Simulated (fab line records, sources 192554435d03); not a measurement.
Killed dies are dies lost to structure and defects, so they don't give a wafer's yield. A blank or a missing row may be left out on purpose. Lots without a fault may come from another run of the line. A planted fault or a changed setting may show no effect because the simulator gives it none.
Which tool did it? | flow n5_finfet | 12 lots, 36 wafers sampled, at 6 steps of a route of 1938

WHAT THE GAUGES READ, wafer by wafer
N5_BEOL_M2_RS_MEAS_58: measures by four-point-probe.
lot  | measured     | on            | M2_RS (ohm/sq)
L075 | day 7 06:31  | film_metro-01 | 0.67 0.61 0.61
L076 | day 7 12:41  | film_metro-01 | 0.58 0.62 0.58
L079 | day 8 00:28  | film_metro-02 | 0.62 0.64 0.64
L080 | day 8 12:31  | film_metro-02 | 0.63 0.59 0.63
L083 | day 9 03:36  | film_metro-02 | 0.62 0.69 0.65
L085 | day 9 17:42  | film_metro-02 | 0.65 0.60 0.59
L088 | day 10 13:00 | film_metro-01 | 0.67 0.63 0.64
L089 | day 10 18:26 | film_metro-02 | 0.61 0.64 0.61
L091 | day 11 02:10 | film_metro-02 | 0.64 0.65 0.61
L093 | day 11 14:04 | film_metro-02 | 0.61 0.65 0.62
L096 | day 12 09:55 | film_metro-01 | 0.63 0.62 0.62
L097 | day 12 14:20 | film_metro-02 | 0.65 0.65 0.68

WHICH TOOL RAN EACH LOT (tool, then ch and the chambers of the sampled wafers, then the start)
lot  | N5_BEOL_M2_ETCH_70                 | N5_BEOL_M2_SURFACE_TREAT_85  | N5_BEOL_M2_SPUTTER_79        | N5_BEOL_M2_SPUTTER_92        | N5_BEOL_M2_ANNEAL_95
L075 | rie_diel-03 ch 0,1,2, day 7 02:26  | pvd_sputter-01, day 7 03:25  | pvd_sputter-01, day 7 03:56  | pvd_sputter-01, day 7 05:02  | pvd_sputter-01, day 7 05:20
L076 | rie_diel-01 ch 1,2,3, day 7 08:27  | pvd_sputter-02, day 7 09:20  | pvd_sputter-01, day 7 09:49  | pvd_sputter-01, day 7 10:55  | pvd_sputter-01, day 7 11:13
L079 | rie_diel-01 ch 1,2, day 7 20:05    | pvd_sputter-01, day 7 21:21  | pvd_sputter-03, day 7 21:50  | pvd_sputter-03, day 7 22:56  | pvd_sputter-03, day 7 23:14
L080 | rie_diel-01 ch 0,2,3, day 8 07:45  | pvd_sputter-02, day 8 09:16  | pvd_sputter-01, day 8 09:55  | pvd_sputter-01, day 8 11:01  | pvd_sputter-01, day 8 11:19
L083 | rie_diel-01 ch 0,2, day 8 23:05    | pvd_sputter-02, day 9 00:30  | pvd_sputter-01, day 9 01:01  | pvd_sputter-01, day 9 02:07  | pvd_sputter-01, day 9 02:25
L085 | rie_diel-03 ch 1,2,3, day 9 13:04  | pvd_sputter-02, day 9 14:37  | pvd_sputter-02, day 9 15:05  | pvd_sputter-02, day 9 16:11  | pvd_sputter-02, day 9 16:29
L088 | rie_diel-01 ch 0,2,3, day 10 08:51 | pvd_sputter-02, day 10 09:56 | pvd_sputter-03, day 10 10:25 | pvd_sputter-03, day 10 11:31 | pvd_sputter-03, day 10 11:49
L089 | rie_diel-01 ch 0,3, day 10 13:39   | pvd_sputter-02, day 10 15:05 | pvd_sputter-02, day 10 15:51 | pvd_sputter-02, day 10 16:57 | pvd_sputter-02, day 10 17:15
L091 | rie_diel-01 ch 0,1,2, day 10 21:48 | pvd_sputter-03, day 10 23:07 | pvd_sputter-02, day 10 23:35 | pvd_sputter-02, day 11 00:41 | pvd_sputter-02, day 11 00:59
L093 | rie_diel-03 ch 0,1,3, day 11 09:31 | pvd_sputter-03, day 11 10:47 | pvd_sputter-03, day 11 11:16 | pvd_sputter-03, day 11 12:22 | pvd_sputter-03, day 11 12:40
L096 | rie_diel-03 ch 1,3, day 12 04:47   | pvd_sputter-02, day 12 06:28 | pvd_sputter-02, day 12 07:05 | pvd_sputter-02, day 12 08:11 | pvd_sputter-02, day 12 08:29
L097 | rie_diel-03 ch 1,2,3, day 12 08:02 | pvd_sputter-03, day 12 09:19 | pvd_sputter-03, day 12 11:28 | pvd_sputter-03, day 12 12:34 | pvd_sputter-03, day 12 12:52
- N5_BEOL_M2_ETCH_70: etches SOC in N2/H2, target depth 80 nm, overetch 24 nm, time 130 s.
- N5_BEOL_M2_SURFACE_TREAT_85
- N5_BEOL_M2_SPUTTER_79: material Cu, target thk 4.5 nm, time 8.29 s.
- N5_BEOL_M2_SPUTTER_92: material Cu, target thk 4.5 nm, time 8.29 s.
- N5_BEOL_M2_ANNEAL_95: time 240 s.

THE ANSWER, worked out from the rows above alone
Rule: what is usual is taken from the lots themselves. Put in order of their means at a reading, lots are off if they are a third of the lots or fewer, leave a main group of 4 or more, and stand apart from it by a gap of 3 or more times the standard deviation of the main group's means; of several such gaps the widest counts. A main group whose means are all the same, to the digits that the tables above print for the reading, isn't used. A lot without any number at a reading at which 4 lots or more have one is off too. The other lots that the step has rows for count as sound.
No lot is off at any reading shown: from this, nothing can be told.

WHAT THE SIMULATOR HAD PUT IN
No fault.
